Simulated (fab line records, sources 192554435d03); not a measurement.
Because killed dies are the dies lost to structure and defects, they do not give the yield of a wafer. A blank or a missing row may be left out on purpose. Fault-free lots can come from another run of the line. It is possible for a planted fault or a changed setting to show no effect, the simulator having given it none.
Split-lot trial || flow n5Finfet || 21 wafers read across 7 lots, on a route 1938 steps long

## THE SPLIT
At N5_BEOL_M3_COAT_73 (time 60 s, resist thk 5 nm), the setting spinRpm was moved away from the recipe's 1500 rpm on 7 of the 21 wafers read, by -10.7% to +3.1%. The other wafers ran this setting at the recipe's value.

## FROM THE SPLIT TO THE READING: what the file shows between them, 3 steps
- N5_BEOL_M3_COAT_05: resist thk 30 nm
- N5_BEOL_M3_EBR_07
- N5_BEOL_M3_DESCUM_16: chemistry O2, time 7 s

## THE READING
etch.depthNm (the simulator's own value, which no gauge read), in nm, at N5_BEOL_M3_ETCH_74 (etches underlayer in N2/H2, target depth 6.5 nm, time 5.2 s). The file gives no usual value for it. Across the 14 wafers here that went through the recipe, the average is 4.997 nm and the standard deviation 0.022 nm.

{"wafer": "L080.1", "tool, chamber at the split": "lithoTrack-04, 0", "spinRpm as run, rpm": 1500, "against the recipe": "recipe", "etch.depthNm, nm": 5.016, "against lot-mates on the recipe": "-"}
{"wafer": "L080.2", "tool, chamber at the split": "lithoTrack-04, 0", "spinRpm as run, rpm": 1500, "against the recipe": "recipe", "etch.depthNm, nm": 5.012, "against lot-mates on the recipe": "-"}
{"wafer": "L080.4", "tool, chamber at the split": "lithoTrack-04, 0", "spinRpm as run, rpm": 1500, "against the recipe": "recipe", "etch.depthNm, nm": 5.002, "against lot-mates on the recipe": "-"}
{"wafer": "L087.1", "tool, chamber at the split": "lithoTrack-04, 0", "spinRpm as run, rpm": 1500, "against the recipe": "recipe", "etch.depthNm, nm": 5.005, "against lot-mates on the recipe": "-"}
{"wafer": "L087.5", "tool, chamber at the split": "lithoTrack-04, 0", "spinRpm as run, rpm": 1500, "against the recipe": "recipe", "etch.depthNm, nm": 4.994, "against lot-mates on the recipe": "-"}
{"wafer": "L087.6", "tool, chamber at the split": "lithoTrack-04, 0", "spinRpm as run, rpm": 1387, "against the recipe": "-7.5%", "etch.depthNm, nm": 5.202, "against lot-mates on the recipe": "+0.203"}
{"wafer": "L089.1", "tool, chamber at the split": "lithoTrack-04, 0", "spinRpm as run, rpm": 1500, "against the recipe": "recipe", "etch.depthNm, nm": 4.971, "against lot-mates on the recipe": "-"}
{"wafer": "L089.3", "tool, chamber at the split": "lithoTrack-04, 0", "spinRpm as run, rpm": 1547, "against the recipe": "+3.1%", "etch.depthNm, nm": 4.903, "against lot-mates on the recipe": -0.068}
{"wafer": "L089.4", "tool, chamber at the split": "lithoTrack-04, 0", "spinRpm as run, rpm": 1547, "against the recipe": "+3.1%", "etch.depthNm, nm": 4.896, "against lot-mates on the recipe": -0.075}
{"wafer": "L091.1", "tool, chamber at the split": "lithoTrack-04, 0", "spinRpm as run, rpm": 1500, "against the recipe": "recipe", "etch.depthNm, nm": 4.959, "against lot-mates on the recipe": "-"}
{"wafer": "L091.3", "tool, chamber at the split": "lithoTrack-04, 0", "spinRpm as run, rpm": 1500, "against the recipe": "recipe", "etch.depthNm, nm": 4.962, "against lot-mates on the recipe": "-"}
{"wafer": "L091.5", "tool, chamber at the split": "lithoTrack-04, 0", "spinRpm as run, rpm": 1500, "against the recipe": "recipe", "etch.depthNm, nm": 4.967, "against lot-mates on the recipe": "-"}
{"wafer": "L093.1", "tool, chamber at the split": "lithoTrack-04, 0", "spinRpm as run, rpm": 1340, "against the recipe": "-10.7%", "etch.depthNm, nm": 5.257, "against lot-mates on the recipe": "+0.260"}
{"wafer": "L093.2", "tool, chamber at the split": "lithoTrack-04, 0", "spinRpm as run, rpm": 1340, "against the recipe": "-10.7%", "etch.depthNm, nm": 5.255, "against lot-mates on the recipe": "+0.258"}
{"wafer": "L093.5", "tool, chamber at the split": "lithoTrack-04, 0", "spinRpm as run, rpm": 1500, "against the recipe": "recipe", "etch.depthNm, nm": 4.997, "against lot-mates on the recipe": "-"}
{"wafer": "L092.3", "tool, chamber at the split": "lithoTrack-03, 0", "spinRpm as run, rpm": 1500, "against the recipe": "recipe", "etch.depthNm, nm": 5.021, "against lot-mates on the recipe": "-"}
{"wafer": "L092.4", "tool, chamber at the split": "lithoTrack-03, 0", "spinRpm as run, rpm": 1500, "against the recipe": "recipe", "etch.depthNm, nm": 5.024, "against lot-mates on the recipe": "-"}
{"wafer": "L092.5", "tool, chamber at the split": "lithoTrack-03, 0", "spinRpm as run, rpm": 1500, "against the recipe": "recipe", "etch.depthNm, nm": 5.018, "against lot-mates on the recipe": "-"}
{"wafer": "L095.2", "tool, chamber at the split": "lithoTrack-04, 0", "spinRpm as run, rpm": 1378, "against the recipe": "-8.1%", "etch.depthNm, nm": 5.207, "against lot-mates on the recipe": "+0.203"}
{"wafer": "L095.3", "tool, chamber at the split": "lithoTrack-04, 0", "spinRpm as run, rpm": 1378, "against the recipe": "-8.1%", "etch.depthNm, nm": 5.219, "against lot-mates on the recipe": "+0.215"}
{"wafer": "L095.6", "tool, chamber at the split": "lithoTrack-04, 0", "spinRpm as run, rpm": 1500, "against the recipe": "recipe", "etch.depthNm, nm": 5.004, "against lot-mates on the recipe": "-"}

FIT RESULTS
A straight line over all 21 wafers: etch.depthNm changes by -0.0259 nm for each +1% of spinRpm; r = -0.98; the points scatter about the line by 0.02 nm.
The same after taking each lot's own level away (the mean of its wafers on the recipe; 21 wafers): -0.0249 nm for each +1%; r = -1.00; scatter 0.0063 nm.
On that fit, the largest move of spinRpm shifts the reading by 0.27 nm.
The span of the lots' own levels, 4.9627 to 5.0210 nm, comes to 2.7 times the standard deviation stated above.
So the lot-to-lot level changes the slope little: the two slopes agree.
Check: with one of the wafers moved furthest among these (-10.7%) left out of the fit, the line predicts +0.269 nm for it against its lot-mates. Against them it came out at +0.26 nm.

## FURTHER SPLITS ON THESE WAFERS
Note: prior to the reading, these wafers also went through further splits. Each is held against what the fit with the lots' levels taken away leaves over:
{"other split on the same wafers": "N5_BEOL_M0_CUTY_ETCH_63 sourceW", "wafers away from the commonest value": 4, "r with etch.depthNm (lot level and that fit taken away)": -0.26}
{"other split on the same wafers": "N5_BEOL_M0_ETCH_128 sourceW", "wafers away from the commonest value": 7, "r with etch.depthNm (lot level and that fit taken away)": -0.36}
{"other split on the same wafers": "N5_BEOL_M1_ETCH_64 timeS", "wafers away from the commonest value": 7, "r with etch.depthNm (lot level and that fit taken away)": -0.21}
{"other split on the same wafers": "N5_BEOL_M2_COAT_62 spinRpm", "wafers away from the commonest value": 8, "r with etch.depthNm (lot level and that fit taken away)": -0.32}

## FILE'S OWN FIT
etch.depthNm changes by -0.0252 nm for each +1% of spinRpm, r = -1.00.
